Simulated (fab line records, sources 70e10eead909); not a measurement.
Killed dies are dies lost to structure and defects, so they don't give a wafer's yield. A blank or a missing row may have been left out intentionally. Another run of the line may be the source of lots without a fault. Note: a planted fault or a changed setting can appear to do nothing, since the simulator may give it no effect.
Which tool was responsible?    flow nand harc    11 lots, 33 wafers sampled, at 3 steps of a route of 1159

WHAT THE GAUGES READ, wafer by wafer
NHARC_A_M0_CD_MEAS_09: the cd target is 80 nm.
lot   measured      on         cd nm (nm)
L453  day 17 16:26  cd sem-02  79.9 80.6 80.4
L463  day 20 06:25  cd sem-01  92.5 94.0 93.2
L461  day 20 07:10  cd sem-03  90.3 90.8 90.3
L466  day 21 20:13  cd sem-03  79.6 80.2 80.5
L470  day 22 13:08  cd sem-01  80.3 80.2 80.3
L469  day 22 13:35  cd sem-03  80.3 81.3 81.5
L473  day 22 21:52  cd sem-01  80.4 80.4 79.8
L472  day 23 00:59  cd sem-02  79.1 79.8 80.4
L474  day 23 08:49  cd sem-02  80.5 79.4 79.8
L475  day 23 08:08  cd sem-03  79.6 80.0 80.3
L476  day 24 00:19  cd sem-03  79.4 80.2 81.0

EACH LOT AND THE TOOL THAT RAN IT (in order: tool; ch and the chambers of the sampled wafers; start)
lot   NHARC_A_BLC_CVD_24                        NHARC_A_M0_PEB_07
L453  cvd w-02 ch 0,1, day 17 16:22 or earlier  litho track-06 ch 0, day 17 16:22
L463  cvd w-01 ch 1, day 20 06:20 or earlier    litho track-01 ch 0, day 20 06:20
L461  cvd w-01 ch 1, day 20 07:05 or earlier    litho track-01 ch 0, day 20 07:05
L466  cvd w-01 ch 0,1, day 21 20:08 or earlier  litho track-06 ch 0, day 21 20:08
L470  cvd w-02 ch 0,1, day 22 13:04 or earlier  litho track-04 ch 0, day 22 13:04
L469  cvd w-02 ch 0, day 22 13:31 or earlier    litho track-04 ch 0, day 22 13:31
L473  cvd w-02 ch 0,1, day 22 21:47 or earlier  litho track-06 ch 0, day 22 21:47
L472  cvd w-01 ch 0,1, day 23 00:54 or earlier  litho track-06 ch 0, day 23 00:54
L474  cvd w-02 ch 1, day 23 08:44 or earlier    litho track-01 ch 0, day 23 08:44
L475  cvd w-01 ch 0,1, day 23 08:03 or earlier  litho track-04 ch 0, day 23 08:03
L476  cvd w-01 ch 0,1, day 24 00:14 or earlier  litho track-01 ch 0, day 24 00:14
- NHARC_A_BLC_CVD_24: deposits W, target thk 150 nm, time 434 s.
- NHARC_A_M0_PEB_07: peb time 65 s.

THE ANSWER, worked out from the rows above alone
Rule: usual is defined by the lots themselves. The widest of any qualifying gaps counts: lots, ordered by their means at a reading, are off when they make up no more than a third of the lots, leave a main group of 4 or more, and stand apart from it by 3 or more times the standard deviation of that group's means. If all means in a main group match to the digits the tables above print for the reading, that group is not used. A lot without any number at a reading at which 4 lots or more have one is off too. Any other lot the step has rows for is counted as sound.
Off, at NHARC_A_M0_CD_MEAS_09 on cd nm: L463, L461. Mean 80.2 nm and standard deviation 0.34 in the main group.
A tool fits if, at a process step before that reading, it ran every lot that is off, and no sound lot after the first of them. Those tools and the gauges at NHARC_A_M0_CD_MEAS_09 are tried in the same way. NHARC_A_BLC_CVD_24: start missing for some lots; hours and lot order therefore follow NHARC_A_M0_PEB_07. None of those tried fits.

WHAT THE SIMULATOR HAD INSERTED
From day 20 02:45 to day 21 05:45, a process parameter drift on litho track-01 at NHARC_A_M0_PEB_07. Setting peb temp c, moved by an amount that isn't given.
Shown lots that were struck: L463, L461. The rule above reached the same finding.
